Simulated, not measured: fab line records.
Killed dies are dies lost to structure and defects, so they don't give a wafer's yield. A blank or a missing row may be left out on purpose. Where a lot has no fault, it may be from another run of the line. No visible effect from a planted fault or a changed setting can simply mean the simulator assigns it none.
Which tool is to blame? | flow n5_finfet | 29 wafers sampled from 11 lots at 1 step of a route of 1938

== WHAT THE GAUGES SHOWED, per wafer ==
N5_MOL_CONTACT_COAG_THK_MEAS_29.
lot  | measured     | on            | MD_CAP_THK (nm)
L628 | day 5 13:58  | film_metro-02 | 18.00 18.01 17.88
L632 | day 6 17:35  | film_metro-02 | 17.92 18.02
L633 | day 6 22:35  | film_metro-01 | 17.73 17.86 17.84
L634 | day 6 22:59  | film_metro-01 | 17.84 17.98
L635 | day 7 08:35  | film_metro-01 | 18.04 18.01 18.11
L636 | day 7 15:17  | film_metro-02 | 17.90 17.97 17.84
L637 | day 7 18:07  | film_metro-01 | 18.00 17.89
L639 | day 8 09:21  | film_metro-01 | 17.86 17.94
L643 | day 9 06:42  | film_metro-02 | 18.00 18.08 18.01
L646 | day 10 06:41 | film_metro-01 | 17.87 17.90 17.81
L648 | day 10 16:18 | film_metro-02 | 17.93 17.96 18.01

== EACH LOT AND THE TOOL THAT RAN IT (in order: tool; ch and the chambers of the sampled wafers; start) ==
There is no process step in the record ahead of these readings.

== THE ANSWER, worked out from the rows above alone ==
Rule: the usual values come from the lots themselves. The widest of any qualifying gaps counts: lots, ordered by their means at a reading, are off when they make up no more than a third of the lots, leave a main group of 4 or more, and stand apart from it by 3 or more times the standard deviation of that group's means. If all means in a main group match to the digits the tables above print for the reading, that group is not used. A lot without any number at a reading at which 4 lots or more have one is off too. The other lots that the step has rows for count as sound.
Across all readings shown, no lot is off: no conclusion can be drawn from this.

== WHAT WAS PUT IN BY THE SIMULATOR ==
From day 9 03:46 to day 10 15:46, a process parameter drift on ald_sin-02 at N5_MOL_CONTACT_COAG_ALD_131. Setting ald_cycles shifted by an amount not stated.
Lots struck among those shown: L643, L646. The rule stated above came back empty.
